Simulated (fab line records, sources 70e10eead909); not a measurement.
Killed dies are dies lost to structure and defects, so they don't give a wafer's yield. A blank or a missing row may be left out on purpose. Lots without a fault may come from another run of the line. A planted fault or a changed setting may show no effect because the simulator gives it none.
A struck lot beside a sound one | flow nand_harc | 15 steps out of a route of 1159
Sound: wafers L325.1, L325.4, L325.6. Struck: wafer L331.6. (L331.1, L331.2 of the same lot were not struck and are left out.) The cause comes at the end.
At each step with rows: each side's tool, then ch and its chambers, then its first start. Under that, the readings that differ: sound wafers | struck wafers | difference of the means | sigmas: that difference in standard deviations of wafers without a fault.
alike: readings whose means differ by less than 2 such deviations, and words and numbers that are the same on both sides. not compared: withheld readings, readings that some wafer has no value for, bounds like >300 that may hide the same value, and numbers for which the record gives no deviation and whose values overlap.
The two part at a step that has a row with sigmas, a row that says differs or no value, or rows on one side only. Numbers that don't overlap but have no deviation are shown without sigmas and don't part them. A reading that every wafer of one side lacks parts them only if that side has two wafers or more.

NHARC_A_CHANNEL_HOLE_D1_XSEM_31:
  sound on xsem-01 ch 0, day 10 11:32; struck on xsem-02 ch 0, day 12 02:20
  alike: bot_cd_nm, bow_nm, tilt_deg
NHARC_A_CHANNEL_HOLE_D1_INSPECT_40:
  sound on defect_inspect-02, day 10 11:37; struck on defect_inspect-01, day 12 02:26
  alike: raw_defect_count
then, 2 steps without rows for these wafers: NHARC_A_CHANNEL_FILL_D1_PRECLEAN_00 (cleans in SC1); NHARC_A_CHANNEL_FILL_D1_SRD_01.
NHARC_A_CHANNEL_FILL_D1_ALD_02: deposits SiO2, target thk 6 nm, pulse time 10 s, ald cycles 60.
  sound on ald_hk-02 ch 1,3, day 10 11:49; struck on ald_hk-01 ch 1, day 12 02:43
  alike: heater_power_w, precursor_pulse_height_rel
NHARC_A_CHANNEL_FILL_D1_ALD_03: deposits SiNx, target thk 6 nm, pulse time 60 s, ald cycles 58.
  sound on ald_sin_batch-01 ch 0; struck on ald_sin_batch-02 ch 0
  reading                    | sound             | struck | difference | sigmas
  precursor_pulse_height_rel | 0.982 1.001 0.947 | 1.023  | +0.046     | +2
  alike: chamber_pressure_Torr
then, 1 step without rows for these wafers: NHARC_A_CHANNEL_FILL_D1_ALD_14 (deposits SiO2, target thk 2.5 nm, pulse time 10 s, ald cycles 25).
NHARC_A_CHANNEL_FILL_D1_ALD_15: deposits SiNx, target thk 2 nm, pulse time 60 s, ald cycles 19.
  sound on ald_sin_batch-01 ch 0; struck on ald_sin_batch-03 ch 0
  alike: chamber_pressure_Torr, precursor_pulse_height_rel
NHARC_A_CHANNEL_FILL_D1_ALD_16: deposits SiO2, target thk 1.5 nm, pulse time 10 s, ald cycles 15.
  sound on ald_hk-01 ch 2,3, day 11 02:32; struck on ald_hk-02 ch 0, day 12 15:52
  alike: heater_power_w, precursor_pulse_height_rel
then, 3 steps without rows for these wafers: NHARC_A_CHANNEL_FILL_D1_ANNEAL_17 (time 1800 s); NHARC_A_CHANNEL_FILL_D1_CVD_18 (deposits poly-Si, target thk 3 nm); NHARC_A_CHANNEL_FILL_D1_ETCHBACK_19 (etches the open film in HBr/Cl2, target depth 5 nm, time 1.7 s).
NHARC_A_CHANNEL_FILL_D1_ETCHBACK_20: etches the open film in C4F8/O2/Ar, target depth 27 nm, time 13.5 s.
  sound on rie_diel-07 ch 0,3, day 11 14:29; struck on rie_diel-07 ch 2, day 13 04:08
  reading          | sound          | struck | difference | sigmas
  run_length_s (s) | 34.4 35.2 34.1 | 29.5   | -5.1       | -10
  alike: oes_product_au, rf_vpp_V
  not compared: rf_hours_counter_h
then, 1 step without rows for these wafers: NHARC_A_CHANNEL_FILL_D1_STRIP_28 (strips in O2, time 20 s).
-- the record jumps here: 9 days lie between the struck wafers' starts before and after (it left off in module A_CHANNEL_FILL_D1 and takes up again in module END, whose first step shown is number 1159 of the route) --
NHARC_END_SORT_01:
  the record has rows for the struck wafers here (prober-02 ch 0, day 22 09:08) and none for the sound ones

WHERE THEY PART
First at NHARC_A_CHANNEL_FILL_D1_ALD_03; last, within this record, at NHARC_END_SORT_01.

WHY: what the simulator had put in
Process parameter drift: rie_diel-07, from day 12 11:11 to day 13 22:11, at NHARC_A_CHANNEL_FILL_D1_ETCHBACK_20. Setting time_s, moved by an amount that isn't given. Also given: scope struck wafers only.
